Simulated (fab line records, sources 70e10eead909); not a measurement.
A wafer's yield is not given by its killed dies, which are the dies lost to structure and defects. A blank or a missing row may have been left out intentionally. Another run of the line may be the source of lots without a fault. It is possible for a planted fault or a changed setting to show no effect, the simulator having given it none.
A struck lot beside a sound one -- flow nand_harc -- 13 steps out of a route of 1159
Sound: the wafers L629.2, L629.3, L629.6. Struck: wafers L637.3, L637.6. (L637.5 of the same lot was not struck and is left out.) The cause comes at the end.
For every step that has rows: the tool of each side, followed by ch and its chambers, followed by its first start. Under that, the readings that differ: sound wafers -- struck wafers -- difference of the means -- sigmas: that difference in standard deviations of wafers without a fault.
alike: a reading whose means differ by less than 2 such deviations, as well as words and numbers matching on both sides. not compared: withheld readings; readings where some wafer has no value; bounds like >300 that might hide an equal value; numbers whose values overlap and for which the record gives no deviation.
A row with sigmas, a row that says differs or no value, or rows on one side alone: a step with any of these is where the two part. Numbers that have no deviation but don't overlap get no sigmas and don't part them. A reading missing from all wafers of one side parts the sides only when that side holds two or more wafers.

first, 1 step without rows for these wafers: NHARC_A_SLIT_SRD_20.
NHARC_A_SLIT_CD_MEAS_21:
  sound on cd_sem-02, day 15 20:53; struck on cd_sem-02, day 17 20:09
  alike: cd_nm
then, 3 steps without rows for these wafers: NHARC_A_SIN_REMOVE_WET_00 (chemistry H3PO4, time 15300 s); NHARC_A_SIN_REMOVE_PRECLEAN_01 (cleans in SC1); NHARC_A_SIN_REMOVE_SRD_02.
NHARC_A_SIN_REMOVE_INSPECT_04:
  sound on defect_inspect-01, day 16 08:39; struck on defect_inspect-01, day 18 03:51
  alike: raw_defect_count
NHARC_A_WL_FILL_ALD_00: deposits Al2O3, target thk 3 nm, pulse time 3 s, ald cycles 30.
  sound on ald_hk-01 ch 0,2,3, day 16 08:46; struck on ald_hk-03 ch 2,3, day 18 09:17
  alike: heater_power_w, precursor_pulse_height_rel
NHARC_A_WL_FILL_RTA_01: time 5 s.
  sound on rtp_anneal-02 ch 0, day 16 09:02; struck on rtp_anneal-02 ch 0, day 18 09:41
  alike: lamp_power_pct, wafer_temp_C_max
NHARC_A_WL_FILL_ALD_02: deposits TiN, target thk 2 nm, pulse time 3 s, ald cycles 100.
  sound on ald_metal-04 ch 0,1,3, day 16 09:25; struck on ald_metal-04 ch 2, day 18 09:53
  alike: heater_power_w, precursor_pulse_height_rel
NHARC_A_WL_FILL_CVD_03: deposits W, target thk 40 nm, time 3302 s.
  sound on cvd_w-02 ch 0,1, day 16 14:13; struck on cvd_w-01 ch 0, day 18 12:25
reading,sound,struck,difference,sigmas
heater_power_w (W),406 413 454,539 542,+116,+3
  alike: throttle_valve_pct
NHARC_A_WL_FILL_ETCHBACK_04: etches the open film in NF3, target depth 60 nm, time 120 s.
  sound on rie_metal-03 ch 0, day 16 17:33; struck on rie_metal-03 ch 1, day 18 14:54
reading,sound,struck,difference,sigmas
run_length_s (s),140.7 140.6 140.5,127.2 127.3,-13.3,-30
  alike: drypump_motor_current_A, oes_product_au
  not compared: rf_hours_counter_h
NHARC_A_WL_FILL_ETCHBACK_05: etches the open film in Cl2/BCl3, target depth 22 nm, time 60 s.
  sound on rie_metal-03 ch 0,1, day 16 17:48; struck on rie_metal-03 ch 1, day 18 15:05
reading,sound,struck,difference,sigmas
run_length_s (s),81.5 80.5 81.5,81.9 82.2,+0.9,+2
  alike: drypump_motor_current_A, oes_product_au
  not compared: rf_hours_counter_h
-- break in the record here, with 4 days between the starts of the struck wafers on either side (left off in module A_WL_FILL, picked up again in module END, where the first step shown is number 1159 on the route) --
NHARC_END_SORT_01:
  the record has rows for the struck wafers here (prober-02 ch 0, day 22 13:43) and none for the sound ones

== WHERE THEY PART ==
First at NHARC_A_WL_FILL_CVD_03; last, within this record, at NHARC_END_SORT_01.

WHY: the cause the simulator had injected
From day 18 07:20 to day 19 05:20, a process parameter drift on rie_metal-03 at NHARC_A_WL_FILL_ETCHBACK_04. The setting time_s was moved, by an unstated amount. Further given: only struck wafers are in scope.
